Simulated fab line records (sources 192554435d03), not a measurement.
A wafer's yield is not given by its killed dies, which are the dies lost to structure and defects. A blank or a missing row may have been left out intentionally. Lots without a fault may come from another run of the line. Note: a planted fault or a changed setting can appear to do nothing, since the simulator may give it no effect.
fab line records -- flow n5-finfet
[record] lots = 9, wafers = 26, last-day = 18
route steps=1938 shown HKMG_FIN@448 BEOL_M4@1111 PASSIVATION@1936
lots untouched by any fault: they come from a run of this same line in which no faults occurred
start-h: the number of hours between the record's first day and the start of the first shown wafer of the lot -- wait-h: time in hours since the lot's previous step -- " the same as in the row above -- L1.1+2: several wafers, shown together as one row -- - no value present, or no start provided -- * or withheld: withheld -- < > ~ a bound
route shown NAME@n: names a module that has steps shown in the file, with the first one's number in the route -- usual: mean/standard deviation taken from wafers without a fault -- same: alike in all rows -- chamber/n: place in a boat -- sites: per-site readings -- _std_site: the values' standard deviation -- _edge_site: inner sites' mean taken away from outer sites' mean -- radius-mm: for every site, how far away it sits from the centre of the wafer -- mask NAME#n: copy n -- behind: tool/chamber where the wafer was last shaped -- hold: why the lot went on hold/how many hours it stayed there/how the hold came to an end -- device: transistor that didn't switch, given as n, p or np -- end of line: the route-end tests of the same wafers -- a step given without rows: its recipe and nothing more -- killed: at the first sort, the dies lost to defects and structure; wafer yield is something else -- map: dies across one wafer; x = killed, . = not, _ = none there
set.NAME: setting as actually run; set.NAME@STEP: the setting as run at that earlier step -- model.NAME: the simulator's own value behind a step, which no gauge read
the route's steps for a sample of lots (tables are steps, rows are wafers)
services: the hour from which a tool's chamber was out of use, counted from the record's first day as start-h (under 0 if before that day), plus the number of hours and why
[[steps]]
[step N5_HKMG_FIN_NWFM_ALD_20]
[recipe] material = TiAlC, target-thk-a = 20, temp-c = 300, ald-precursor-family = TiCl4, ald-co-reactant = TEA, pulse-time-s = 3, purge-time-s = 2, co-reactant-purge-time-s = 2, co-reactant-pulse-time-s = 10, ald-cycles = 7, pressure-torr = 3
[usual] co-reactant-pulse-time-s = 10/0, heater-power-outer-w = 280/48, heater-power-w = 494/93, precursor-pulse-height-rel = 1.000/0.02
lot.wafer,tool,chamber,start-h,wait-h,co-reactant-pulse-time-s,heater-power-outer-w,heater-power-w,precursor-pulse-height-rel
L263.2,ald-metal-04,1,82.42,0.3,10,353,658,0.996
L263.3,ald-metal-04,2,82.42,0.3,10,313,537,0.991
L263.6,ald-metal-04,0,82.42,0.3,10,223,390,0.994
L268.1,ald-metal-01,1,107.06,0.3,10,313,540,0.996
L268.3,ald-metal-01,0,107.06,0.3,10,303,533,0.993
L268.5,ald-metal-01,0,107.06,0.3,10,306,535,1.004
L270.2,ald-metal-04,0,117.83,0.3,10,225,386,0.999
L270.5,ald-metal-04,2,117.83,0.3,10,322,529,0.996
L270.6,ald-metal-04,1,117.83,0.3,10,351,662,1.003
L271.2,ald-metal-04,3,124.51,0.3,10,238,419,1.017
L271.3,ald-metal-04,0,124.51,0.3,10,229,387,1.009
L271.6,ald-metal-04,2,124.51,0.3,10,317,548,1.023
L273.4,ald-metal-04,1,137.87,0.1,9.4703,362,680,1.002
L273.5,ald-metal-04,2,137.87,0.1,10,316,539,1.003
L275.3,ald-metal-04,3,148.16,0.1,10,236,411,1.000
L275.4,ald-metal-04,0,148.16,0.1,9.4703,230,387,1.009
L275.5,ald-metal-04,1,148.16,0.1,10,362,664,1.017
L283.1,ald-metal-01,2,195.89,0.3,10,236,423,1.013
L283.2,ald-metal-01,3,195.89,0.3,10,244,397,1.008
L283.4,ald-metal-01,1,195.89,0.3,10,314,542,0.987
L286.4,ald-metal-01,1,213.72,0.1,10,310,547,0.991
L286.5,ald-metal-01,3,213.72,0.1,10,237,391,0.988
L286.6,ald-metal-01,2,213.72,0.1,10,232,433,0.975
L285.2,ald-metal-04,2,217.88,0.3,10,321,547,1.017
L285.3,ald-metal-04,0,217.88,0.3,10,229,385,0.995
L285.5,ald-metal-04,3,217.88,0.3,10,240,411,0.987
[step N5_HKMG_FIN_ETCH_67]
[recipe] chemistry = N2/H2, target = SOC, target-depth-a = 3889, stop-on = TiN, ion-energy-ev = 100, bias-w = 61, pressure-mtorr = 30, source-w = 850, n2-flow-sccm = 200, h2-flow-sccm = 200
[usual] bias-w = 61.02/0.16, chamber-pressure-mTorr = 30.000/0.026, drypump-motor-current-A = 5.6/0.48, oes-product-au = 0.74/0.054, rf-vpp-V = 240.5/1.4, showerhead-plenum-p-Torr = 2.52/0.08, throttle-valve-pct = 17.96/0.21
lot.wafer,tool,chamber,start-h,wait-h,bias-w,chamber-pressure-mTorr,drypump-motor-current-A,oes-product-au,rf-hours-counter-h,rf-vpp-V,showerhead-plenum-p-Torr,throttle-valve-pct
L263.2,rie-diel-01,0,83.20,-,60.90,30.018,6.3,0.74,163,241.5,2.53,17.98
L263.3,rie-diel-01,3,83.20,-,61.20,30.007,5.7,0.78,140,242.8,2.66,17.94
L263.6,rie-diel-01,0,83.20,-,60.92,29.953,6.3,0.75,-,239.8,2.53,17.97
L268.1,rie-diel-05,1,107.76,-,61.07,30.002,5.2,0.88,42,240.2,2.48,17.71
L268.3,rie-diel-05,3,107.76,-,61.08,30.013,5.9,0.73,156,238.9,2.44,17.83
L268.5,rie-diel-05,0,107.76,-,61.13,30.025,5.6,0.70,-,240.9,2.52,18.01
L270.2,rie-diel-02,0,118.49,-,61.02,29.944,5.9,0.67,237,239.4,2.51,18.11
L270.5,rie-diel-02,3,118.49,-,61.13,29.985,5.4,0.69,-,242.0,2.62,18.04
L270.6,rie-diel-02,2,118.49,-,60.99,29.959,6.8,0.69,-,241.1,2.62,18.14
L271.2,rie-diel-05,1,124.95,-,61.19,29.999,5.2,0.86,49,240.1,2.48,17.73
L271.3,rie-diel-05,3,124.95,-,60.75,29.981,5.9,0.73,164,239.3,2.44,17.83
L271.6,rie-diel-05,1,124.95,-,61.03,30.027,5.2,0.87,-,241.6,2.48,17.73
L273.4,rie-diel-01,3,138.56,-,60.99,29.974,5.8,0.76,158,242.5,2.66,17.94
L273.5,rie-diel-01,1,138.56,-,60.87,30.000,5.2,0.78,-,239.5,2.45,18.31
L275.3,rie-diel-05,3,148.86,-,60.78,29.991,5.9,0.72,170,237.7,2.43,17.86
L275.4,rie-diel-05,0,148.86,-,61.01,30.022,5.6,0.69,215,241.4,2.51,18.04
L275.5,rie-diel-05,1,148.86,-,61.30,30.017,5.2,0.86,-,240.7,2.48,17.73
L283.1,rie-diel-05,2,196.33,-,61.12,30.033,5.1,0.71,186,238.3,2.42,17.56
L283.2,rie-diel-05,1,196.33,-,61.01,30.030,5.3,0.84,72,239.1,2.47,17.75
L283.4,rie-diel-05,0,196.33,-,61.29,29.964,5.6,0.68,230,241.1,2.51,18.06
L286.4,rie-diel-01,2,214.25,-,61.06,30.022,5.1,0.71,188,240.5,2.53,17.97
L286.5,rie-diel-01,0,214.25,-,61.02,30.039,6.3,0.71,-,240.6,2.51,18.04
L286.6,rie-diel-01,1,214.25,-,61.06,29.921,5.2,0.76,-,239.7,2.44,18.34
L285.2,rie-diel-05,1,218.31,-,61.08,30.061,5.2,0.81,81,239.9,2.47,17.79
L285.3,rie-diel-05,2,218.31,-,61.29,30.014,5.1,0.71,194,239.4,2.42,17.57
L285.5,rie-diel-05,2,218.31,-,60.98,30.004,5.1,0.71,-,239.8,2.42,17.59
[step N5_HKMG_FIN_STRIP_90]
[recipe] chemistry = N2/H2, material = SOC, time-s = 20, power-w = 500, temp-c = 40, pressure-mtorr = 50, rf-frequency-hz = 6e+07, bias-power-w = 8, h2-frac = 0.5, n2-flow-sccm = 300, h2-flow-sccm = 300
[usual] chamber-pressure-mTorr = 50.00/0.043, drypump-motor-current-A = 5.6/0.48, oes-product-au = 0.74/0.055, rf-vpp-V = 54.2/0.85, showerhead-plenum-p-Torr = 3.34/0.1, throttle-valve-pct = 19.2/0.37
lot.wafer,tool,chamber,start-h,wait-h,chamber-pressure-mTorr,drypump-motor-current-A,oes-product-au,rf-hours-counter-h,rf-vpp-V,showerhead-plenum-p-Torr,throttle-valve-pct
L263.2,rie-diel-01,0,83.26,0.0,49.97,6.4,0.75,163,54.0,3.34,19.1
L263.3,rie-diel-01,3,83.26,0.0,50.07,5.8,0.78,140,55.4,3.51,18.9
L263.6,rie-diel-01,0,83.26,0.0,49.94,6.3,0.74,-,54.1,3.34,19.1
L268.1,rie-diel-05,1,107.82,0.0,49.96,5.2,0.87,42,54.3,3.28,18.9
L268.3,rie-diel-05,3,107.82,0.0,50.10,5.9,0.73,157,53.3,3.23,19.1
L268.5,rie-diel-05,0,107.82,0.0,49.97,5.6,0.70,-,54.4,3.33,19.3
L270.2,rie-diel-02,0,118.55,0.0,50.01,5.9,0.67,238,54.9,3.32,19.0
L270.5,rie-diel-02,3,118.55,0.0,49.97,5.4,0.69,-,55.1,3.45,19.2
L270.6,rie-diel-02,2,118.55,0.0,50.02,6.8,0.69,-,54.1,3.46,19.3
L271.2,rie-diel-05,1,125.01,0.0,49.99,5.2,0.87,49,54.2,3.28,18.9
L271.3,rie-diel-05,3,125.01,0.0,49.99,5.9,0.73,164,55.6,3.22,19.1
L271.6,rie-diel-05,1,125.01,0.0,50.05,5.2,0.86,-,54.5,3.28,18.9
L273.4,rie-diel-01,3,138.62,0.0,50.05,5.8,0.76,159,53.8,3.50,19.0
L273.5,rie-diel-01,1,138.62,0.0,50.02,5.2,0.78,-,53.2,3.25,20.1
L275.3,rie-diel-05,3,148.92,0.0,49.95,5.9,0.73,170,55.1,3.22,19.1
L275.4,rie-diel-05,0,148.92,0.0,50.02,5.7,0.69,215,53.6,3.32,19.3
L275.5,rie-diel-05,1,148.92,0.0,50.02,5.2,0.85,-,54.4,3.27,18.9
L283.1,rie-diel-05,2,196.39,0.0,49.94,5.1,0.72,186,53.5,3.20,18.6
L283.2,rie-diel-05,1,196.39,0.0,49.97,5.3,0.84,73,53.3,3.27,19.0
L283.4,rie-diel-05,0,196.39,0.0,50.01,5.6,0.69,230,54.4,3.32,19.3
L286.4,rie-diel-01,2,214.31,0.0,49.95,5.2,0.72,188,52.8,3.35,19.3
L286.5,rie-diel-01,0,214.31,0.0,50.01,6.3,0.70,-,54.9,3.31,19.2
L286.6,rie-diel-01,1,214.31,0.0,49.93,5.2,0.76,-,53.6,3.23,20.1
L285.2,rie-diel-05,1,218.37,0.0,50.04,5.2,0.81,81,53.6,3.26,19.0
L285.3,rie-diel-05,2,218.37,0.0,50.03,5.1,0.70,194,52.6,3.20,18.7
L285.5,rie-diel-05,2,218.37,0.0,50.00,5.1,0.71,-,53.1,3.20,18.7
[step N5_HKMG_FIN_ETCHBACK_68]
[recipe] chemistry = Cl2/Ar, stop-on = HfO2, target-depth-a = 5, pressure-mtorr = 10, icp-w = 600, bias-w = 60, Cl2_flow_sccm = 40, Ar_flow_sccm = 60
[usual] bias-w = 60.00/0.2, chamber-pressure-mTorr = 9.999/0.0091, drypump-motor-current-A = 5.4/0.51, oes-product-au = 0.74/0.1, throttle-valve-pct = 20.83/0.24
lot.wafer,tool,chamber,start-h,wait-h,bias-w,chamber-pressure-mTorr,drypump-motor-current-A,oes-product-au,rf-hours-counter-h,throttle-valve-pct
L263.2,rie-metal-02,1,83.41,0.0,59.96,9.989,5.7,0.56,139,21.08
L263.3,rie-metal-02,1,83.41,0.0,60.03,9.990,5.7,0.57,-,21.08
L263.6,rie-metal-02,1,83.41,0.0,60.06,9.988,5.7,0.57,-,21.09
L268.1,rie-metal-03,1,107.98,0.0,60.17,10.000,4.9,0.69,76,21.02
L268.3,rie-metal-03,0,107.98,0.0,60.05,10.008,4.9,0.89,-,20.52
L268.5,rie-metal-03,1,107.98,0.0,60.11,9.994,4.9,0.68,-,21.01
L270.2,rie-metal-01,1,118.71,0.0,59.83,10.001,6.3,0.67,86,20.58
L270.5,rie-metal-01,0,118.71,0.0,60.22,10.008,5.7,0.79,-,20.82
L270.6,rie-metal-01,1,118.71,0.0,59.91,10.000,6.3,0.68,-,20.56
L271.2,rie-metal-01,1,125.17,0.0,60.20,9.987,6.4,0.67,87,20.57
L271.3,rie-metal-01,1,125.17,0.0,59.91,10.012,6.3,0.67,-,20.58
L271.6,rie-metal-01,1,125.17,0.0,60.06,9.995,6.4,0.67,-,20.57
L273.4,rie-metal-02,0,138.90,0.1,59.94,10.012,5.3,0.64,-,21.12
L273.5,rie-metal-02,0,138.90,0.1,60.43,10.000,5.3,0.64,-,21.12
L275.3,rie-metal-03,1,149.12,0.1,59.97,10.009,4.9,0.68,-,21.04
L275.4,rie-metal-03,0,149.12,0.1,59.94,9.984,4.9,0.87,-,20.53
L275.5,rie-metal-03,1,149.12,0.1,60.11,9.998,4.9,0.68,-,21.03
L283.1,rie-metal-01,0,196.55,0.0,59.91,10.015,5.7,0.76,43,20.85
L283.2,rie-metal-01,1,196.55,0.0,60.49,10.011,6.3,0.66,94,20.59
L283.4,rie-metal-01,1,196.55,0.0,60.36,9.985,6.3,0.66,-,20.59
L286.4,rie-metal-03,1,214.51,0.1,60.18,10.015,4.9,0.67,-,21.06
L286.5,rie-metal-03,0,214.51,0.1,60.04,10.004,4.9,0.86,-,20.52
L286.6,rie-metal-03,1,214.51,0.1,59.91,9.992,4.9,0.67,-,21.05
L285.2,rie-metal-01,0,218.53,0.0,60.00,9.985,5.7,0.77,44,20.85
L285.3,rie-metal-01,1,218.53,0.0,60.07,10.001,6.3,0.66,-,20.59
L285.5,rie-metal-01,1,218.53,0.0,59.92,10.018,6.3,0.66,-,20.60
[step N5_BEOL_M4_RC_MEAS_101]
[usual] DIBL_N = 35.8/1.4, DIBL_P = 35.8/1.6, IOFF_N = 0.152/0.021, IOFF_P = 0.204/0.027, ION_N = 672/8.7, ION_P = 461/6.2, SS_N = 71.5/0.54, SS_P = 73.1/0.57, VT_N = 250.0/2.5, VT_P = -250.6/2.7
lot.wafer,tool,chamber,start-h,wait-h,DIBL_N[mV/V],DIBL_P[mV/V],IOFF_N[nA/um],IOFF_P[nA/um],ION_N[uA/um],ION_P[uA/um],SS_N[mV/dec],SS_P[mV/dec],VT_N[mV],VT_P[mV]
L263.2,prober-01,0,184.26,0.2,35.2,35.6,0.168,0.230,678,466,71.2,72.4,247.5,-248.2
L263.3,prober-01,0,184.26,0.2,33.2,33.7,0.141,0.197,680,463,70.2,72.3,251.0,-248.5
L263.6,prober-01,0,184.26,0.2,34.6,34.7,0.152,0.206,673,463,71.4,73.0,249.4,-247.2
L268.1,prober-01,0,207.49,0.0,36.1,38.4,0.167,0.224,683,465,71.4,73.3,250.7,-252.5
L268.3,prober-01,0,207.49,0.0,35.1,36.2,0.140,0.187,663,452,71.5,72.1,252.5,-252.6
L268.5,prober-01,0,207.49,0.0,35.7,37.7,0.160,0.219,672,467,71.5,72.7,250.2,-250.2
L270.2,prober-02,0,225.48,0.2,36.6,37.1,0.160,0.233,679,465,71.1,72.5,248.2,-248.4
L270.5,prober-02,0,225.48,0.2,36.0,37.2,0.155,0.227,671,467,71.5,73.1,247.8,-247.3
L270.6,prober-02,0,225.48,0.2,33.9,34.4,0.123,0.188,679,468,71.0,72.1,251.9,-248.1
L271.2,prober-02,0,233.67,0.2,37.8,39.7,0.184,0.225,672,456,71.7,73.4,248.0,-251.6
L271.3,prober-02,0,233.67,0.2,36.7,38.3,0.150,0.195,670,455,72.2,73.2,251.5,-253.9
L271.6,prober-02,0,233.67,0.2,36.5,38.4,0.155,0.202,665,455,72.2,73.6,248.2,-252.6
L273.4,prober-01,0,236.61,0.5,35.6,36.9,0.153,0.214,674,463,71.4,73.7,250.6,-248.9
L273.5,prober-01,0,236.61,0.5,34.4,34.9,0.133,0.189,665,458,71.6,73.2,252.8,-250.6
L275.3,prober-01,0,241.49,0.3,36.2,36.1,0.148,0.185,660,450,71.7,73.4,250.4,-254.4
L275.4,prober-01,0,241.49,0.3,35.8,35.8,0.138,0.179,670,461,71.3,73.4,251.4,-253.9
L275.5,prober-01,0,241.49,0.3,35.5,34.8,0.141,0.175,667,459,71.3,73.7,252.3,-250.3
L283.1,prober-02,0,299.63,0.0,33.6,34.9,0.132,0.169,659,453,70.6,72.8,252.8,-251.8
L283.2,prober-02,0,299.63,0.0,34.1,35.2,0.138,0.173,663,460,70.7,72.7,249.9,-253.6
L283.4,prober-02,0,299.63,0.0,33.5,34.8,0.126,0.167,671,455,70.5,73.0,252.3,-254.0
L286.4,prober-01,0,309.90,0.5,35.5,34.8,0.152,0.199,663,452,72.0,72.9,249.4,-251.6
L286.5,prober-01,0,309.90,0.5,36.2,35.3,0.175,0.220,669,461,72.1,72.5,246.1,-247.8
L286.6,prober-01,0,309.90,0.5,35.4,34.3,0.147,0.200,670,460,71.0,72.5,251.8,-249.4
L285.2,prober-02,0,316.41,0.2,36.5,34.4,0.165,0.203,681,463,71.1,74.1,247.6,-251.2
L285.3,prober-02,0,316.41,0.2,36.4,34.3,0.173,0.205,680,457,71.3,72.7,247.0,-249.2
L285.5,prober-02,0,316.41,0.2,36.7,34.6,0.174,0.209,670,466,71.8,73.6,247.0,-248.4
[step N5_PASSIVATION_PROBE_49]
[usual] defect-limited-yield = 91.6/1.4, killed_at_M0_to_M3 = 33/9.7, killed_at_M4_up = 13/5.4, killed-at-contacts = 13/6.6, killed-at-front-end = 36/11, killed-at-other = 3.9/3, killed-dies = 99/16, killed-on-rim = 13/3.8, killed-open = 66/12, killed-short = 32/7.9, sort_bin_5_function = 4.9/0.9, sort_bin_6_memory = 3.2/0.67, sort-n-pass = 1081/16, sort-yield-pct = 91.6/1.4
[same] gross-dies = 1180, killed-at-back-side = 0, sort_bin_4_leakage[%] = 0, sort_bin_8_speed[%] = 0
lot.wafer,tool,chamber,start-h,wait-h,defect-limited-yield[%],killed_at_M0_to_M3,killed_at_M4_up,killed-at-contacts,killed-at-front-end,killed-at-other,killed-dies,killed-on-rim,killed-open,killed-short,sort_bin_5_function[%],sort_bin_6_memory[%],sort-n-pass,sort-yield-pct[%]
L263.2,prober-02,-,292.69,0.1,92.1,24,24,17,23,5,93,11,59,34,4.1,3.5,1087,92.1
L263.3,prober-02,-,292.74,0.1,91.1,39,28,6,29,3,105,7,63,40,5.6,2.8,1075,91.1
L263.6,prober-02,-,292.89,0.3,93.3,27,21,5,24,2,79,8,50,28,3.3,3.1,1101,93.3
L271.3,prober-02,-,338.66,0.1,92.9,35,8,7,31,3,84,10,53,30,4.7,1.9,1096,92.9
L271.6,prober-02,-,338.81,0.3,93.0,31,15,8,25,4,83,8,57,25,4.1,2.8,1097,93.0
L283.1,prober-02,-,404.64,0.0,89.9,17,10,24,63,5,119,16,83,35,5.0,4.7,1061,89.9
L283.2,prober-02,-,404.69,0.1,91.8,42,14,11,29,1,97,15,62,31,5.0,3.0,1083,91.8
L283.4,prober-02,-,404.79,0.2,92.0,28,12,12,35,7,94,14,63,30,4.2,3.5,1086,92.0
L286.4,prober-01,-,421.40,0.2,91.4,34,18,13,30,7,102,12,67,34,5.3,2.9,1078,91.4
L286.5,prober-01,-,421.45,0.2,91.5,31,11,22,30,6,100,12,67,33,4.7,3.5,1080,91.5
L286.6,prober-01,-,421.50,0.3,90.9,35,14,22,34,2,107,8,70,36,5.2,3.9,1073,90.9
// killed by level:class
L263.2 MOL_CONTACT_COAG:geometric-particle:open=13 BEOL_M4:geometric-particle:open=12 BEOL_M0_SAQP:geometric-particle:short=9 BEOL_M0_SAQP:geometric-particle:open=8 DUMMY_GATE:geometric-particle:open=5 MOL_CONTACT_COAG:geometric-particle:short=4 BEOL_M4:geometric-particle:short=3 PASS1_CAP:geometric-particle:short=3
L263.3 BEOL_M4:geometric-particle:open=15 BEOL_M0_SAQP:geometric-particle:short=15 BEOL_M0_SAQP:geometric-particle:open=9 STI_FIN_REVEAL:geometric-particle:open=7 BEOL_M2:geometric-particle:open=5 BEOL_M3:geometric-particle:open=5 BEOL_M4:geometric-particle:short=5 FIN_SAQP:geometric-particle:open=4
L263.6 BEOL_M0_SAQP:geometric-particle:short=7 DUMMY_GATE:geometric-particle:open=6 BEOL_M4:geometric-particle:open=6 STI_FIN_REVEAL:geometric-particle:open=4 BEOL_M2:geometric-particle:open=4 BEOL_M7:geometric-particle:open=4 BEOL_M0_SAQP:geometric-particle:open=4 BEOL_M0:geometric-particle:open=4
L271.3 STI_FIN_REVEAL:geometric-particle:open=10 BEOL_M3:geometric-particle:open=9 BEOL_M0_SAQP:geometric-particle:open=8 MOL_CONTACT_COAG:geometric-particle:open=7 BEOL_M0_SAQP:geometric-particle:short=5 STARTING-WAFER:geometric-particle:short=5 BEOL_M1:geometric-particle:open=4 FIN_SAQP:geometric-particle:short=3
L271.6 STI_FIN_REVEAL:geometric-particle:open=11 MOL_CONTACT_COAG:geometric-particle:open=6 BEOL_M8:geometric-particle:open=6 BEOL_M0_SAQP:geometric-particle:short=5 BEOL_M1:geometric-particle:open=5 BEOL_M2:geometric-particle:open=5 BEOL_M3:geometric-particle:open=5 DUMMY_GATE:geometric-particle:open=3
L283.1 FIN_SAQP:geometric-particle:open=22 MOL_CONTACT_COAG:geometric-particle:open=18 FIN_SAQP:geometric-particle:short=12 STI_FIN_REVEAL:geometric-particle:open=9 DUMMY_GATE:geometric-particle:open=9 BEOL_M4:geometric-particle:open=7 MOL_CONTACT_COAG:geometric-particle:short=6 BEOL_M0_SAQP:geometric-particle:short=5
L283.2 BEOL_M0_SAQP:geometric-particle:open=13 BEOL_M2:geometric-particle:open=10 STI_FIN_REVEAL:geometric-particle:open=7 MOL_CONTACT_COAG:geometric-particle:open=7 BEOL_M0_SAQP:geometric-particle:short=6 BEOL_M3:geometric-particle:open=5 BEOL_M4:geometric-particle:short=5 FIN_SAQP:geometric-particle:open=4
L283.4 MOL_CONTACT_COAG:geometric-particle:open=10 BEOL_M0_SAQP:geometric-particle:open=9 FIN_SAQP:geometric-particle:short=8 FIN_SAQP:geometric-particle:open=8 BEOL_M0_SAQP:geometric-particle:short=7 BEOL_M2:geometric-particle:open=6 BEOL_M4:geometric-particle:open=6 ILD0:geometric-particle:short=4
L286.4 MOL_CONTACT_COAG:geometric-particle:open=13 BEOL_M0_SAQP:geometric-particle:short=12 BEOL_M0_SAQP:geometric-particle:open=9 STI_FIN_REVEAL:geometric-particle:open=8 FIN_SAQP:geometric-particle:open=6 BEOL_M7:geometric-particle:open=6 BEOL_M3:geometric-particle:open=5 BEOL_M4:geometric-particle:open=5
L286.5 MOL_CONTACT_COAG:geometric-particle:open=16 BEOL_M0_SAQP:geometric-particle:short=12 STI_FIN_REVEAL:geometric-particle:open=8 BEOL_M1:geometric-particle:open=8 MOL_CONTACT_COAG:geometric-particle:short=6 GATE_CUT:geometric-particle:short=5 DUMMY_GATE:geometric-particle:open=4 BEOL_M0_SAQP:geometric-particle:open=4
L286.6 MOL_CONTACT_COAG:geometric-particle:open=19 BEOL_M0_SAQP:geometric-particle:short=13 DUMMY_GATE:geometric-particle:open=8 STI_FIN_REVEAL:geometric-particle:open=7 BEOL_M1:geometric-particle:open=7 BEOL_M0_SAQP:geometric-particle:open=6 GATE_CUT:geometric-particle:short=4 BEOL_M3:geometric-particle:open=4
[[services]]
tool,chamber,start-h,hours,kind
rie-diel-02,3,59.04,16.3,repair
rie-diel-02,-,82.84,0.6,repair
ald-metal-01,-,85.36,0.5,repair
rie-diel-01,2,94.27,9.5,repair
rie-metal-03,-,104.56,0.4,repair
rie-metal-02,-,116.87,1.4,pm
rie-metal-02,1,119.03,8.3,repair
rie-diel-02,2,123.29,4.0,repair
ald-metal-01,-,123.90,8.7,pm
ald-metal-04,-,124.86,8.7,pm
rie-diel-02,0,163.18,3.9,repair
rie-diel-02,0,167.15,-,clean
rie-diel-02,0,167.15,-,consumable-replace:focus-ring
rie-diel-02,0,167.15,24.5,scheduled-down
rie-diel-02,0,167.15,24.5,vent-cycle
rie-metal-02,0,190.68,15.2,repair
rie-diel-02,3,191.84,-,clean
rie-diel-02,3,191.84,-,consumable-replace:focus-ring
rie-diel-02,3,191.84,25.8,scheduled-down
rie-diel-02,3,191.84,25.8,vent-cycle
ald-metal-04,-,206.17,0.3,repair
rie-diel-02,2,217.75,-,clean
rie-diel-02,2,217.75,-,consumable-replace:focus-ring
rie-diel-02,2,217.75,25.7,scheduled-down
[[key]]
[first-sign] step = N5_HKMG_FIN_NWFM_ALD_20, reading = co-reactant-pulse-time-s, direction = down, sigmas = 99+, usual = *, struck = *
effect none on later readings
met-at N5_HKMG_FIN_NWFM_ALD_20
struck-lots L273,L275
struck-wafers L273.4,L275.4
not-acting-at N5_HKMG_FIN_ETCH_67,N5_HKMG_FIN_STRIP_90,N5_HKMG_FIN_ETCHBACK_68
onset-between 124.51 137.87
[fault] kind = process-parameter-drift, tool = ald-metal-04, chamber = -, onset-h = 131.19, steps = N5_HKMG_FIN_NWFM_ALD_20, channel = co-reactant-pulse-time-s, offset = *, shape = step, end-h = 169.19, scope = struck-wafers-only, acts-in = *, stated = *
